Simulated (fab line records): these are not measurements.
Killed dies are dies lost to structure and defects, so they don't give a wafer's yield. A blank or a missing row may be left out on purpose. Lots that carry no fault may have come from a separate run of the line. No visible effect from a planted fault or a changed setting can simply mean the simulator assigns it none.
fab line records	flow nandHarc
record: lots: 6	wafers: 18	lastDay: 32
route steps=1302 shown P_GATE@127 END@1302
lots untouched by any fault: they come from a run of this same line in which no faults occurred
startH: hours from the record's first day to the start of the lot's first wafer shown	waitH: hours elapsed since this lot's preceding step	" identical to the entry in the row above	L1.1+2: a row that stands for several wafers	- no value, or no start given	* or withheld: withheld	< > ~ a bound
route shown NAME@n: NAME is a module with steps in the file, n the number in the route of the first one	usual: mean and standard deviation over wafers with no fault	same: alike in all rows	chamber/n: place in a boat	sites: per-site readings	_std_site: standard deviation of those values	_edge_site: mean of outer sites minus mean of inner sites	radiusMm: for every site, how far away it sits from the centre of the wafer	mask NAME#n: copy n	behind: the last tool/chamber to shape the wafer	hold: cause of the lot's hold/its duration in hours/its outcome	device: whichever transistor did not switch (one of n, p or np)	end of line: tests of these same wafers at the route's end	for a step that has no rows: nothing shown but its recipe	killed: dies lost to structure and defects at the first sort, not the wafer's yield	map: per-die view of a wafer (x killed, . not killed, _ where there is no die)
set.NAME: the setting the step ran with; set.NAME@STEP: the setting that earlier step ran with	model.NAME: the simulator's own value behind a step, which no gauge read
lots at selected steps of the route; one table per step, one row per wafer
services: a tool's chamber out of use, with start hour (startH, from the record's first day; less than 0 if before it), hours out, and reason
== steps ==
step: NHARC_P_GATE_PRECLEAN_71
recipe: timeS: *	tempC: 50	bathAgeMin: 0	chemistry: SC1
step: NHARC_P_GATE_SRD_72
step: NHARC_P_GATE_OXIDE_16
recipe: targetThkA: 30	tempC: 875	oxTimeS: 392	material: SiO2
step: NHARC_P_GATE_CVD_17
recipe: targetThkA: 1500	tempC: 620	timeS: 900	material: poly-Si
step: NHARC_P_GATE_HM_DEP_102
recipe: targetThkA: 1200	tempC: 400	material: aC
usual: throttleValvePct: 34.999/0.0083
lot.wafer	tool	chamber	startH	waitH	throttleValvePct
L727.2	aclDep-01	0	113.51	1.7	35.004
L727.3	"	0	"	"	34.990
L727.6	"	0	"	"	35.010
L732.2	aclDep-02	0	163.37	0.5	34.994
L732.3	"	0	"	"	35.012
L732.6	"	0	"	"	34.986
L733.1	aclDep-03	0	177.63	0.4	34.998
L733.2	"	0	"	"	35.004
L733.6	"	0	"	"	34.992
L741.1	aclDep-03	0	257.74	2.0	35.006
L741.3	"	0	"	"	35.005
L741.6	"	0	"	"	34.998
L744.3	aclDep-01	0	285.89	1.5	34.996
L744.4	"	0	"	"	34.996
L744.6	"	0	"	"	34.980
L746.3	aclDep-01	0	304.98	2.0	34.994
L746.4	"	0	"	"	34.994
L746.5	"	0	"	"	35.000
step: NHARC_P_GATE_DEP_103
recipe: targetThkA: 300	targetThkNm: 30	tempC: 400	flowSccm: 200	rfW: 350	material: SiON
usual: heaterPowerW: 786/90	rfFwdPowerW: 348.5/1.1
lot.wafer	tool	chamber	startH	waitH	heaterPowerW	rfFwdPowerW
L727.2	pecvd-04	2	114.09	0.5	749	348.1
L727.3	"	0	"	"	951	347.3
L727.6	"	2	"	"	752	347.6
L732.3	pecvd-04	0	163.92	0.3	1023	349.1
L732.2	"	1	"	"	659	347.7
L732.6	"	2	"	"	838	350.7
L733.2	pecvd-02	1	178.32	0.5	781	347.7
L733.1	"	2	"	"	794	349.2
L733.6	"	1	"	"	765	348.9
L741.3	pecvd-02	1	258.40	0.3	822	348.6
L741.1	"	2	"	"	721	348.9
L741.6	"	1	"	"	823	351.0
L744.3	pecvd-03	0	286.35	0.3	750	349.7
L744.6	"	1	"	"	678	347.7
L744.4	"	2	"	"	785	349.3
L746.3	pecvd-04	2	305.43	0.3	765	346.4
L746.4	"	2	"	"	750	347.9
L746.5	"	1	"	"	752	348.3
step: NHARC_P_GATE_DEHYDRATE_18
recipe: tempC: 150	timeS: 120
step: NHARC_P_GATE_HMDS_19
recipe: timeS: 30
step: NHARC_P_GATE_COAT_20
recipe: spinRpm: 1500	resistThkNm: 90
step: NHARC_P_GATE_SOFTBAKE_21
recipe: tempC: 105	timeS: 55
step: NHARC_P_GATE_EBR_22
step: NHARC_P_GATE_EXPOSE_23
recipe: na: 1.35	targetCdNm: 120	doseMj: 93.91	maskId: P_GATE
step: NHARC_P_GATE_PEB_24
recipe: pebTempC: 100	pebTimeS: 65
usual: heaterPowerTotalW: 156.6/0.42
lot.wafer	tool	chamber	startH	waitH	heaterPowerTotalW
L727.2	lithoTrack-01	0	114.66	0.1	156.2
L727.3	"	0	"	"	157.1
L727.6	"	0	"	"	156.5
L732.2	lithoTrack-04	0	164.52	0.1	157.0
L732.3	"	0	"	"	156.2
L732.6	"	0	"	"	155.9
L733.1	lithoTrack-04	0	178.91	0.1	156.9
L733.2	"	0	"	"	157.1
L733.6	"	0	"	"	156.1
L741.1	lithoTrack-06	0	258.89	0.1	156.8
L741.3	"	0	"	"	156.7
L741.6	"	0	"	"	156.1
L744.3	lithoTrack-06	0	286.95	0.0	156.7
L744.4	"	0	"	"	156.1
L744.6	"	0	"	"	157.1
L746.3	lithoTrack-04	0	306.03	0.1	156.1
L746.4	"	0	"	"	157.1
L746.5	"	0	"	"	156.7
step: NHARC_P_GATE_DEVELOP_25
recipe: developTimeS: 35	devTempC: 23
step: NHARC_P_GATE_CD_MEAS_26
recipe: targetCdNm: 120	landingEnergyEv: 500
usual: cdNm: 120.0/0.77
lot.wafer	tool	chamber	startH	waitH	cdNm
L727.2	cdSem-03	0	114.74	-	119.9
L727.3	"	0	"	"	120.7
L727.6	"	0	"	"	119.8
L732.2	cdSem-01	0	164.60	-	107.6
L732.3	"	0	"	"	108.7
L732.6	"	0	"	"	108.5
L733.1	cdSem-01	0	178.99	-	108.3
L733.2	"	0	"	"	108.1
L733.6	"	0	"	"	106.6
L741.1	cdSem-02	0	258.97	-	120.5
L741.3	"	0	"	"	119.7
L741.6	"	0	"	"	118.8
L744.3	cdSem-02	0	287.03	-	119.7
L744.4	"	0	"	"	119.6
L744.6	"	0	"	"	118.2
L746.3	cdSem-02	0	306.11	-	120.0
L746.4	"	0	"	"	119.7
L746.5	"	0	"	"	121.6
step: NHARC_P_GATE_OVL_MEAS_27
usual: overlayXNm: 0.1/1	overlayYNm: 0.1/0.89
lot.wafer	tool	chamber	startH	waitH	overlayXNm	overlayYNm
L727.2	overlay-02	-	114.83	-	0.9	0.4
L727.3	"	-	"	"	0.2	-0.5
L727.6	"	-	"	"	0.8	-0.1
L732.2	overlay-01	-	164.68	-	1.1	-0.6
L732.3	"	-	"	"	1.6	-0.3
L732.6	"	-	"	"	1.5	-0.7
L733.1	overlay-01	-	179.08	-	-0.7	-1.3
L733.2	"	-	"	"	-0.6	-1.5
L733.6	"	-	"	"	-0.9	-0.8
L741.1	overlay-02	-	259.05	-	0.4	-1.1
L741.3	"	-	"	"	0.9	-0.7
L741.6	"	-	"	"	1.3	-0.5
L744.3	overlay-01	-	287.11	-	0.8	0.0
L744.4	"	-	"	"	0.5	0.2
L744.6	"	-	"	"	0.3	0.7
L746.3	overlay-01	-	306.20	-	0.7	0.3
L746.4	"	-	"	"	0.1	0.0
L746.5	"	-	"	"	0.8	0.0
step: NHARC_P_GATE_INSPECT_28
usual: rawDefectCount: 7/3.3
lot.wafer	tool	chamber	startH	waitH	rawDefectCount
L727.2	defectInspect-01	-	114.87	0.0	1
L727.3	"	-	"	"	5
L727.6	"	-	"	"	3
L732.2	defectInspect-02	-	164.72	0.0	10
L732.3	"	-	"	"	12
L732.6	"	-	"	"	7
L733.1	defectInspect-01	-	179.12	0.0	2
L733.2	"	-	"	"	4
L733.6	"	-	"	"	4
L741.1	defectInspect-02	-	259.09	0.0	8
L741.3	"	-	"	"	6
L741.6	"	-	"	"	8
L744.3	defectInspect-01	-	287.15	0.0	9
L744.4	"	-	"	"	7
L744.6	"	-	"	"	7
L746.3	defectInspect-01	-	306.23	0.0	12
L746.4	"	-	"	"	12
L746.5	"	-	"	"	8
step: NHARC_P_GATE_DESCUM_31
recipe: timeS: 3	o2FlowSccm: 200	arFlowSccm: 0	biasPowerW: 0	chemistry: O2
usual: drypumpMotorCurrentA: 5.7/0.32	oesProductAu: 1.005/0.011	rfVppV: 57.8/0.93	showerheadPlenumPTorr: 1.93/0.094	throttleValvePct: 11.312/0.0086
lot.wafer	tool	chamber	startH	waitH	drypumpMotorCurrentA	oesProductAu	rfHoursCounterH	rfVppV	showerheadPlenumPTorr	throttleValvePct	model.P_GATE.cdNm
L727.2	rieDiel-01	2	114.94	0.1	5.4	0.995	4.6	58.0	2.00	11.310	118.6
L727.3	"	3	"	"	6.0	1.005	4.1	58.2	1.81	11.318	120.3
L727.6	"	2	"	"	5.4	0.991	-	58.3	2.00	11.301	119.1
L732.3	rieDiel-01	3	164.80	0.1	6.0	1.006	6.0	57.8	1.81	11.313	108.2
L732.2	"	0	"	"	5.5	1.006	6.8	56.3	1.84	11.296	107.6
L732.6	"	1	"	"	5.7	0.993	-	59.1	2.02	11.314	108.6
L733.2	rieDiel-13	3	179.18	0.1	5.5	0.996	0.1	57.6	1.79	11.311	108.7
L733.1	"	2	"	"	5.7	1.009	0.1	59.1	2.00	11.306	107.3
L733.6	"	3	"	"	5.5	0.990	-	56.4	1.79	11.302	107.4
L741.1	rieDiel-01	1	259.15	0.1	5.8	1.027	3.7	57.4	2.02	11.306	119.6
L741.3	"	2	"	"	5.4	1.008	4.3	57.6	1.99	11.307	119
L741.6	"	1	"	"	5.7	1.030	-	58.1	2.02	11.318	117.4
L744.3	rieDiel-01	3	287.23	0.1	6.0	0.996	6.6	55.7	1.80	11.313	118.7
L744.4	"	0	"	"	5.5	1.011	5.2	56.3	1.84	11.305	120.2
L744.6	"	1	"	"	5.7	1.016	-	58.1	2.02	11.303	117.6
L746.4	rieDiel-13	0	306.31	0.1	5.8	1.010	9.5	58.8	1.84	11.312	119.4
L746.3	"	2	"	"	5.7	1.011	8.9	58.2	2.00	11.319	119.4
L746.5	"	3	"	"	5.5	0.996	-	58.8	1.79	11.310	121.6
step: NHARC_P_GATE_ETCH_104
recipe: targetDepthA: 600	timeS: withheld	cf4FlowSccm: 100	chf3FlowSccm: 30	arFlowSccm: 0	rfW: 500	biasW: 200	chemistry: CF4/CHF3
usual: drypumpMotorCurrentA: 5.7/0.31	oesProductAu: 0.959/0.02	rfFwdPowerW: 492.6/2.4	rfVppV: 370.9/2.6	showerheadPlenumPTorr: 1.58/0.072	throttleValvePct: 16.803/0.0086
lot.wafer	tool	chamber	startH	waitH	drypumpMotorCurrentA	oesProductAu	rfFwdPowerW	rfVppV	showerheadPlenumPTorr	throttleValvePct
L727.2	rieDiel-01	3	115.01	0.1	6.0	0.968	491.7	367.9	1.49	16.790
L727.3	"	2	"	"	5.4	0.958	492.2	373.4	1.64	16.807
L727.6	"	0	"	"	5.5	0.970	491.8	369.6	1.52	16.799
L732.3	rieDiel-01	0	164.87	0.1	5.5	0.978	490.6	368.6	1.52	16.796
L732.2	"	2	"	"	5.3	0.953	493.4	373.6	1.64	16.793
L732.6	"	0	"	"	5.5	0.967	490.2	368.6	1.52	16.807
L733.1	rieDiel-13	2	179.27	0.1	5.7	0.986	491.5	372.8	1.64	16.812
L733.2	"	0	"	"	5.7	0.950	493.3	368.1	1.52	16.799
L733.6	"	2	"	"	5.7	0.982	489.4	373.1	1.64	16.785
L741.1	rieDiel-01	2	259.24	0.1	5.4	0.971	491.9	372.0	1.64	16.805
L741.3	"	3	"	"	6.0	0.976	489.9	368.6	1.49	16.799
L741.6	"	1	"	"	5.7	0.980	492.6	373.3	1.65	16.803
L744.4	rieDiel-01	0	287.30	0.1	5.5	0.958	491.2	368.8	1.52	16.793
L744.3	"	3	"	"	6.0	0.941	493.3	367.7	1.49	16.803
L744.6	"	1	"	"	5.7	0.953	492.4	373.5	1.65	16.792
L746.4	rieDiel-13	1	306.38	0.1	6.0	0.986	494.3	371.0	1.60	16.793
L746.3	"	0	"	"	5.8	0.947	493.3	370.8	1.52	16.811
L746.5	"	1	"	"	6.0	0.973	494.2	371.8	1.60	16.804
step: NHARC_P_GATE_HM_OPEN_105
recipe: targetDepthA: 3600	o2FlowSccm: 400	cosFlowSccm: 20	arFlowSccm: 0	rfW: 500	biasW: 300	chemistry: O2/COS
usual: drypumpMotorCurrentA: 5.7/0.31	oesProductAu: 1.004/0.011	rfFwdPowerW: 498.3/1.6	rfVppV: 468/3.2	showerheadPlenumPTorr: 3.14/0.14	throttleValvePct: 28.330/0.0096
lot.wafer	tool	chamber	startH	waitH	drypumpMotorCurrentA	oesProductAu	rfFwdPowerW	rfHoursCounterH	rfVppV	showerheadPlenumPTorr	throttleValvePct
L727.2	rieDiel-01	2	-	-	5.4	0.989	499.3	4.6	469	3.25	28.317
L727.3	"	0	"	"	5.5	1.012	497.7	4.2	466	3.01	28.322
L727.6	"	1	"	"	5.7	0.987	498.3	-	471	3.29	28.322
L732.3	rieDiel-01	1	-	-	5.7	0.994	497.9	7.6	472	3.29	28.328
L732.2	"	3	"	"	6.0	0.995	498.8	6.1	464	2.96	28.324
L732.6	"	1	"	"	5.8	0.994	499.7	-	470	3.29	28.341
L733.1	rieDiel-13	1	-	-	6.0	1.007	497.8	0.2	468	3.17	28.328
L733.2	"	2	"	"	5.7	0.999	499.4	0.1	471	3.25	28.341
L733.6	"	3	"	"	5.5	0.998	497.5	-	463	2.93	28.330
L741.3	rieDiel-01	2	-	-	5.4	1.001	496.4	4.4	470	3.25	28.342
L741.1	"	3	"	"	6.0	0.994	499.4	4.7	465	2.95	28.338
L741.6	"	1	"	"	5.7	1.020	496.6	-	470	3.28	28.345
L744.4	rieDiel-01	3	-	-	6.0	1.001	496.5	6.7	464	2.95	28.334
L744.3	"	0	"	"	5.5	1.019	500.3	5.3	465	3.01	28.315
L744.6	"	0	"	"	5.5	1.016	500.3	-	463	3.01	28.330
L746.4	rieDiel-13	2	-	-	5.7	1.005	496.3	9.0	470	3.25	28.314
L746.3	"	3	"	"	5.6	0.982	500.7	8.8	463	2.93	28.324
L746.5	"	1	"	"	6.0	1.013	496.8	-	470	3.17	28.337
step: NHARC_P_GATE_STRIP_106
recipe: o2FlowSccm: 400	cosFlowSccm: 20	arFlowSccm: 0	biasW: 0	chemistry: O2/COS
step: NHARC_P_GATE_ETCH_114
recipe: targetDepthA: 300	overetchA: 30	timeS: 16.5	ionEnergyEv: 100	cf4FlowSccm: 80	o2FlowSccm: 20	arFlowSccm: 0	rfW: 300	biasW: 100	chemistry: CF4/O2
step: NHARC_P_GATE_ETCH_32
recipe: targetDepthA: 1500	overEtchFrac: 1	overEtchIonEnergyEv: 40	timeS: 100.1	hbrFlowSccm: 150	cl2FlowSccm: 50	rfW: 400	icpW: 400	biasW: 100	chemistry: HBr/Cl2
usual: drypumpMotorCurrentA: 5.9/0.37	mfcCl2Sccm: 50.01/0.14	oesProductAu: 1.003/0.014	rfFwdPowerW: 397.0/1.4	throttleValvePct: 26.405/0.0082
lot.wafer	tool	chamber	startH	waitH	drypumpMotorCurrentA	mfcCl2Sccm	oesProductAu	rfFwdPowerW	rfHoursCounterH	throttleValvePct	model.P_GATE.cdNm
L727.3	rieSi-02	1	115.42	-	5.6	49.94	0.999	397.3	0.0	26.413	127.7
L727.2	"	2	"	"	6.2	50.23	0.999	398.7	0.0	26.397	115.1
L727.6	"	3	"	"	6.0	50.04	0.971	396.4	-	26.406	112.6
L732.3	rieSi-03	2	165.27	-	5.9	50.01	1.010	398.8	0.6	26.408	112.7
L732.2	"	3	"	"	6.4	50.18	1.012	395.6	0.8	26.396	107.6
L732.6	"	1	"	"	5.3	49.88	1.010	395.1	-	26.397	106.4
L733.1	rieSi-04	2	179.66	-	6.0	49.98	0.996	398.0	0.0	26.410	112.7
L733.2	"	3	"	"	5.2	49.80	1.018	398.6	0.0	26.404	108.3
L733.6	"	1	"	"	5.1	49.89	1.003	396.1	-	26.401	111
L741.3	rieSi-03	0	259.61	-	5.9	49.97	0.980	397.0	0.2	26.392	119.4
L741.1	"	2	"	"	5.9	50.03	1.014	397.5	0.2	26.396	111.5
L741.6	"	2	"	"	5.9	49.88	1.014	396.1	-	26.409	113.1
L744.3	rieSi-02	2	287.67	-	6.2	49.93	0.999	396.9	0.0	26.415	114.9
L744.4	"	0	"	"	5.4	50.17	0.998	395.5	0.0	26.402	116.5
L744.6	"	2	"	"	6.2	49.97	1.008	395.8	-	26.409	113.3
L746.4	rieSi-02	2	306.77	-	6.2	50.05	1.007	396.9	0.2	26.413	125.5
L746.3	"	3	"	"	5.9	49.90	0.986	396.1	0.2	26.408	120.1
L746.5	"	1	"	"	5.6	50.13	1.014	396.6	-	26.391	128.1
step: NHARC_P_GATE_STRIP_108
recipe: o2FlowSccm: 500	arFlowSccm: 0	biasW: 0	chemistry: O2
usual: drypumpMotorCurrentA: 5.8/0.37	oesProductAu: 1.005/0.013	rfVppV: 57.8/0.89	showerheadPlenumPTorr: 3.57/0.16	throttleValvePct: 17.035/0.0089
lot.wafer	tool	chamber	startH	waitH	drypumpMotorCurrentA	oesProductAu	rfHoursCounterH	rfVppV	showerheadPlenumPTorr	throttleValvePct
L727.2	rieDiel-05	2	115.55	-	6.3	0.992	5	59.0	3.76	17.027
L727.3	"	0	"	"	5.1	0.997	5	58.6	3.71	17.032
L727.6	"	0	"	"	5.1	0.998	-	59.3	3.71	17.040
L732.2	rieDiel-01	3	165.40	-	6.0	0.996	6	56.5	3.34	17.061
L732.3	"	2	"	"	5.4	1.005	7	57.1	3.67	17.032
L732.6	"	3	"	"	6.0	1.001	-	57.7	3.34	17.036
L733.1	rieDiel-05	3	179.80	-	6.3	1.003	11	57.5	3.72	17.036
L733.2	"	0	"	"	5.1	1.009	11	57.9	3.71	17.038
L733.6	"	2	"	"	6.3	0.987	-	56.7	3.76	17.025
L741.1	rieDiel-01	2	259.80	-	5.4	1.005	4	57.8	3.67	17.034
L741.3	"	0	"	"	5.5	1.020	3	56.6	3.41	17.045
L741.6	"	3	"	"	6.0	1.000	-	57.2	3.34	17.022
L744.4	rieDiel-05	1	287.83	-	6.3	1.023	2	57.3	3.55	17.042
L744.3	"	2	"	"	6.3	1.012	2	57.9	3.76	17.033
L744.6	"	2	"	"	6.3	1.008	-	58.7	3.76	17.029
L746.4	rieDiel-01	0	306.93	-	5.5	1.019	6	56.5	3.40	17.031
L746.3	"	2	"	"	5.4	1.008	6	57.6	3.67	17.028
L746.5	"	3	"	"	6.0	1.005	-	56.8	3.34	17.031
step: NHARC_END_SORT_01
recipe: tempC: 25
usual: killedAtArray: 56/19	killedAtOther: 0.6/1	killedAtPeriphery: 3.9/2.7	killedDies: 61/19	killedOpen: 3.3/1.9	killedShort: 2.4/1.7
same: grossDies: 677
lot.wafer	tool	chamber	startH	waitH	killedAtArray	killedAtOther	killedAtPeriphery	killedDies	killedOpen	killedShort
L733.2	prober-02	0	638.85	2.8	32	0	11	43	4	1
L732.2	prober-01	0	638.83	2.8	56	0	4	60	1	3
L732.6	prober-01	0	642.06	4.0	40	0	14	54	0	0
killed by level:class
L732.2 A_CHANNEL_HOLE_D2:chamberFilmFlake=37 A_CHANNEL_HOLE_D1:chamberFilmFlake=9 P_STI:chamberFilmFlake=3 A_SLIT:chamberFilmFlake=2 A_CONTACT:chamberFilmFlake=2 A_CHANNEL_FILL_D1:geometricParticle:open=1 A_DECK1_JOINT:geometricParticle:short=1 A_CHANNEL_FILL_D2:geometricParticle:short=1
L733.2 A_CHANNEL_HOLE_D2:chamberFilmFlake=8 P_GATE:areaPeb=7 A_DECK1_JOINT:chamberFilmFlake=5 A_CHANNEL_HOLE_D1:chamberFilmFlake=4 A_SLIT:chamberFilmFlake=4 P_GATE:chamberFilmFlake=3 A_CHANNEL_FILL_D2:geometricParticle:open=2 A_WL_FILL:chamberFilmFlake=2
L732.6 A_CHANNEL_HOLE_D2:chamberFilmFlake=31 P_GATE:areaPeb=8 P_STI:chamberFilmFlake=4 A_CHANNEL_HOLE_D1:chamberFilmFlake=3 A_ZERO_WELL:chamberFilmFlake=2 A_CONTACT:chamberFilmFlake=2 P_GATE:chamberFilmFlake=1 P_M0:chamberFilmFlake=1
== services ==
tool	chamber	startH	hours	kind
rieSi-03	1	91.98	6.2	repair
rieSi-02	-	100.00	9.0	pm
rieDiel-13	0	113.11	3.9	repair
rieDiel-13	1	116.26	6.8	repair
aclDep-03	-	117.18	13.0	pm
rieDiel-13	3	126.72	3.4	repair
rieDiel-13	-	165.00	9.0	pm
lithoTrack-06	-	179.00	7.0	pm
rieDiel-05	2	187.13	9.8	repair
aclDep-01	-	189.67	13.0	pm
rieSi-02	-	191.08	11.5	repair
pecvd-04	2	194.46	7.9	repair
rieSi-03	1	200.55	151.0	repair
lithoTrack-04	-	203.00	7.0	pm
rieDiel-01	-	203.82	9.0	pm
rieDiel-05	1	206.05	36.7	repair
rieSi-02	2	225.64	4.3	repair
rieSi-02	0	227.59	9.6	repair
rieDiel-05	-	229.60	9.0	pm
rieDiel-05	0	242.34	10.0	repair
rieDiel-13	-	254.43	1.1	repair
pecvd-04	-	269.04	13.0	pm
rieSi-02	-	277.00	9.0	pm
rieDiel-05	0	292.45	5.7	repair
== key ==
firstSign: step: NHARC_P_GATE_CD_MEAS_26	reading: cdNm	direction: down	sigmas: 16	usual: 120.0	struck: 108.0
effect none on later readings
modelEffect: step: NHARC_P_GATE_DESCUM_31	value: P_GATE.cdNm	without: 120.2	struck: 108
modelEffect: step: NHARC_P_GATE_ETCH_32	value: P_GATE.cdNm	without: 122	struck: 109.8
metAt NHARC_P_GATE_PEB_24
struckWafers L732.2,L732.3,L732.6,L733.1,L733.2,L733.6
testerLeftOut L732,L733
fault: kind: processParameterDrift	tool: lithoTrack-04	chamber: -	onsetH: 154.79	steps: NHARC_P_GATE_PEB_24	channel: pebTimeS	offset: *	shape: step	endH: 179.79	actsIn: *	stated: *
testerLeftOut: of these lots the tester's yield and bins aren't shown, on N5 and GAA mostly nor the transistor test; their killed dies are dies lost to structure and defects alone, not to doping, threshold or leakage, so they don't give the yield
